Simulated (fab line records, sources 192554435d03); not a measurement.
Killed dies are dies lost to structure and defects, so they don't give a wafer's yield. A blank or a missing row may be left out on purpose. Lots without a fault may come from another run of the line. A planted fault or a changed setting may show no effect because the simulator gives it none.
Which tool did it? | flow n5_finfet | 24 lots, 72 wafers sampled, at 2 steps of a route of 1938

WHAT THE GAUGES READ, wafer by wafer
N5_BEOL_M12_OVL_MEAS_11.
lot  | measured     | on         | V11_OVL (nm)
L075 | day 11 03:50 | overlay-01 | 10 4 7
L074 | day 11 04:23 | overlay-01 | -2 -1 -1
L076 | day 11 11:19 | overlay-01 | -5 0 -6
L077 | day 11 21:51 | overlay-01 | -3 5 1
L078 | day 12 06:26 | overlay-02 | 10 4 9
L080 | day 12 12:42 | overlay-02 | 4 0 5
L079 | day 12 22:44 | overlay-01 | 0 8 0
L081 | day 13 00:13 | overlay-01 | -2 -3 -1
L083 | day 13 01:15 | overlay-01 | -1 -3 0
L082 | day 13 08:17 | overlay-02 | -2 -7 -5
L084 | day 13 21:31 | overlay-01 | 0 3 -1
L085 | day 14 03:35 | overlay-01 | -2 -1 -4
L086 | day 14 03:40 | overlay-01 | 0 2 -5
L089 | day 14 11:46 | overlay-02 | 0 -4 1
L088 | day 14 15:08 | overlay-01 | -6 0 -5
L087 | day 14 19:46 | overlay-02 | 7 3 0
L091 | day 14 21:18 | overlay-01 | 14 12 14
L090 | day 14 22:25 | overlay-01 | -9 -5 -2
L092 | day 15 13:50 | overlay-02 | 12 11 1
L094 | day 15 14:44 | overlay-02 | 6 8 4
L093 | day 15 15:38 | overlay-02 | -8 -9 -7
L095 | day 16 12:27 | overlay-02 | 6 4 -1
L096 | day 16 12:29 | overlay-01 | 5 1 1
L097 | day 17 03:50 | overlay-02 | -2 -4 -7

N5_BEOL_M12_INSPECT_12: inspects for defects (macro).
lot  | measured     | on                | raw_defect_count
L075 | day 11 03:52 | defect_inspect-01 | 2 2 3
L074 | day 11 04:25 | defect_inspect-02 | 0 2 3
L076 | day 11 11:21 | defect_inspect-01 | 3 1 2
L077 | day 11 21:53 | defect_inspect-02 | 2 3 1
L078 | day 12 06:28 | defect_inspect-01 | 0 0 3
L080 | day 12 12:44 | defect_inspect-02 | 2 1 2
L079 | day 12 22:46 | defect_inspect-02 | 4 4 1
L081 | day 13 00:14 | defect_inspect-01 | 1 4 1
L083 | day 13 01:17 | defect_inspect-02 | 1 2 1
L082 | day 13 08:19 | defect_inspect-02 | 1 2 0
L084 | day 13 21:33 | defect_inspect-01 | 1 5 0
L085 | day 14 03:37 | defect_inspect-01 | 3 4 4
L086 | day 14 03:41 | defect_inspect-01 | 2 2 2
L089 | day 14 11:47 | defect_inspect-01 | 3 3 1
L088 | day 14 15:09 | defect_inspect-02 | 1 3 2
L087 | day 14 19:47 | defect_inspect-02 | 0 3 1
L091 | day 14 21:20 | defect_inspect-02 | 0 3 1
L090 | day 14 22:27 | defect_inspect-01 | 2 2 2
L092 | day 15 13:51 | defect_inspect-01 | 3 2 5
L094 | day 15 14:46 | defect_inspect-02 | 2 2 4
L093 | day 15 15:40 | defect_inspect-02 | 2 3 2
L095 | day 16 12:29 | defect_inspect-01 | 2 2 2
L096 | day 16 12:31 | defect_inspect-02 | 4 0 4
L097 | day 17 03:52 | defect_inspect-01 | 1 7 4

WHICH TOOL RAN EACH LOT (tool, then ch and the chambers of the sampled wafers, then the start)
The record holds no process step before these readings.

WHAT THE TOOLS THEMSELVES READ (means of the sampled wafers that have a number; where no wafer has one, the mark that the record gives instead)
The record holds no such reading with a usual standard deviation.

THE ANSWER, worked out from the rows above alone
Rule: what is usual is taken from the lots themselves. Put in order of their means at a reading, lots are off if they are a third of the lots or fewer, leave a main group of 4 or more, and stand apart from it by a gap of 3 or more times the standard deviation of the main group's means; of several such gaps the widest counts. A main group whose means are all the same, to the digits that the tables above print for the reading, isn't used. A lot without any number at a reading at which 4 lots or more have one is off too. The other lots that the step has rows for count as sound. The gauges are gone through in route order, then the tools' own readings, and for those a lot's mean is taken as printed above. The first step at which some lot is off is used, and at that step the reading that is off furthest; a lot without a number counts as furthest.
No lot is off at any reading shown: from this, nothing can be told.

WHAT THE SIMULATOR HAD PUT IN
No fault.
